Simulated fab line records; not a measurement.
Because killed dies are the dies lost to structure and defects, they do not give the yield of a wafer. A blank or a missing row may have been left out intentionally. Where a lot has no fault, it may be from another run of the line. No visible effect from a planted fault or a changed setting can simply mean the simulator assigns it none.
A struck lot beside a sound one | flow n5-finfet | 18 steps out of a route of 1938
Sound: these wafers, L453.1, L453.2, L453.5. Wafers struck: L463.3, L463.5, L463.6. At the end, the cause is stated.
Order at every step that has rows: each side's tool, ch and its chambers, its first start. Under that, the readings that differ: sound wafers | struck wafers | difference of the means | sigmas: that difference in standard deviations of wafers without a fault.
alike: same words and numbers on both sides, and readings whose means sit less than 2 such deviations apart. not compared: any withheld reading, any reading some wafer has no value for, any bound like >300 that may hide the same value, and any number with overlapping values for which the record gives no deviation.
A row with sigmas, a row that says differs or no value, or rows on one side alone: a step with any of these is where the two part. When numbers do not overlap yet have no deviation, they are printed without sigmas and do not part them. A reading that every wafer of one side lacks parts them only if that side has two wafers or more.

N5_MOL_CONTACT_COAG_VIA_ETCH_117: etches SiO2 in C4F6/O2, target depth 40 nm, overetch 8 nm, time 26 s.
  sound on rie-diel-01 ch 0,2, day 5 17:32; struck on rie-diel-01 ch 2,3, day 8 03:16
  alike: drypump-motor-current-A, oes-product-au, rf-vpp-V, showerhead-plenum-p-Torr, throttle-valve-pct
  not compared: rf-hours-counter-h
N5_MOL_CONTACT_COAG_ETCH_124: etches SiNx in CH3F/O2, stops on SiOC, target depth 6.5 nm.
  sound on rie-diel-01 ch 0,2, day 5 17:34; struck on rie-diel-01 ch 2,3, day 8 03:18
  alike: drypump-motor-current-A, oes-product-au, rf-vpp-V, showerhead-plenum-p-Torr, throttle-valve-pct
  not compared: rf-hours-counter-h
N5_MOL_CONTACT_COAG_ETCH_48: etches SiOC in C4F6/O2, target depth 15 nm, overetch 4.5 nm, time 17 s.
  sound on rie-diel-01 ch 0,2, day 5 17:37; struck on rie-diel-01 ch 2,3, day 8 03:20
  alike: drypump-motor-current-A, oes-product-au, rf-vpp-V, showerhead-plenum-p-Torr, throttle-valve-pct
  not compared: rf-hours-counter-h
then, 1 step without rows for these wafers: N5_MOL_CONTACT_COAG_STRIP_72 (strips in N2/H2).
N5_MOL_CONTACT_COAG_STRIP_49: strips in N2/H2, time 30 s.
  sound on plasma-asher-02 ch 0,1, day 5 17:44; struck on plasma-asher-02 ch 0,1, day 8 03:30
  alike: drypump-motor-current-A, heater-power-w, temp-c
  not compared: rf-hours-counter-h
then, 2 steps without rows for these wafers: N5_MOL_CONTACT_COAG_PRECLEAN_138 (cleans in alkaline clean, time 60 s); N5_MOL_CONTACT_COAG_SRD_139 (time 30 s).
N5_MOL_CONTACT_COAG_CD_MEAS_101: the cd target is 16 nm.
  sound on cd-sem-01, day 5 17:53; struck on cd-sem-03, day 8 03:38
  alike: cd-nm
then, 4 steps without rows for these wafers: N5_MOL_CONTACT_COAG_PRE_CLEAN_121; N5_MOL_CONTACT_COAG_CVD_140 (deposits W, target thk 66.5 nm, time 215 s); N5_MOL_CONTACT_COAG_PRECLEAN_127 (cleans in DIW, time 57.5 s); N5_MOL_CONTACT_COAG_SRD_128 (dry time 32 s).
N5_MOL_CONTACT_COAG_CMP_52: polishes, stops on SiO2, t overpolish 1.5 s, target thk 66.5 nm.
  sound on cmp-02 ch 2,3, day 5 18:20; struck on cmp-01 ch 0,2,3, day 8 04:11
  alike: motor-current-A, overpolish-run-s, slurry-flow-ml-min, time-to-endpoint-s
N5_MOL_CONTACT_COAG_THK_MEAS_53:
  sound on film-metro-01, day 5 18:38; struck on film-metro-02, day 8 04:22
  alike: VIA_MOL_THK
N5_MOL_CONTACT_COAG_ANNEAL_112: time 1800 s.
  sound on hp-anneal-01 ch 0, day 5 18:40; struck on hp-anneal-01 ch 0, day 8 06:25
  alike: spike-tc-bottom-C, wafer_temp_C_max, zone-power-centre-pct
N5_MOL_CONTACT_COAG_INSPECT_97: inspects for defects (darkfield).
  sound on defect-inspect-01, day 5 21:42; struck on defect-inspect-02, day 8 09:29
  reading          | sound    | struck      | difference | sigmas
  raw-defect-count | 53 27 47 | 284 293 295 | +248       | +16
-- record jumps: 4 days separate the struck wafers' starts on either side; left off in module MOL_CONTACT_COAG, taken up again in module BEOL_M4, whose first shown step is the route's number 1111 --
N5_BEOL_M4_RC_MEAS_101:
  sound on prober-02 ch 0, day 9 12:12; struck on prober-01 ch 0, day 12 12:49
  alike: DIBL_N, DIBL_P, IOFF_N, IOFF_P, ION_N, ION_P, SS_N, SS_P, VT_N, VT_P
-- here the record skips 4 days between the struck wafers' starts before and after, leaving off in module BEOL_M4 and picking up in module PASSIVATION (first step shown: number 1936 of the route) --
N5_PASSIVATION_PROBE_49:
  sound on prober-02, day 13 19:47; struck on prober-02, day 16 17:13
  reading                  | sound          | struck         | difference | sigmas
  defect-limited-yield (%) | 90.8 89.0 88.5 | 73.8 72.8 74.7 | -15.7      | -10
  killed_at_M4_up          | 17 25 24       | 12 12 8        | -11        | -2
  killed-at-contacts       | 13 13 32       | 203 224 217    | +195       | +33
  killed-dies              | 109 130 136    | 309 321 298    | +184       | +10
  killed-on-rim            | 14 15 13       | 37 36 39       | +23        | +6
  sort_bin_5_function (%)  | 5.8 6.5 7.1    | 15.0 15.8 15.5 | +9.0       | +9
  sort_bin_6_memory (%)    | 3.1 4.2 4.1    | 9.2 10.1 7.8   | +5.2       | +7
  sort-n-pass              | 1071 1050 1044 | 871 859 882    | -184       | -10
  sort-yield-pct (%)       | 90.8 89.0 88.5 | 73.8 72.8 74.7 | -15.7      | -10
  alike: killed_at_M0_to_M3, killed-at-front-end, killed-at-other, killed-open, killed-short, sort_bin_8_speed

## WHERE THEY PART
Last at N5_PASSIVATION_PROBE_49 as far as this record goes, first at N5_MOL_CONTACT_COAG_INSPECT_97.

WHY: the cause the simulator had injected
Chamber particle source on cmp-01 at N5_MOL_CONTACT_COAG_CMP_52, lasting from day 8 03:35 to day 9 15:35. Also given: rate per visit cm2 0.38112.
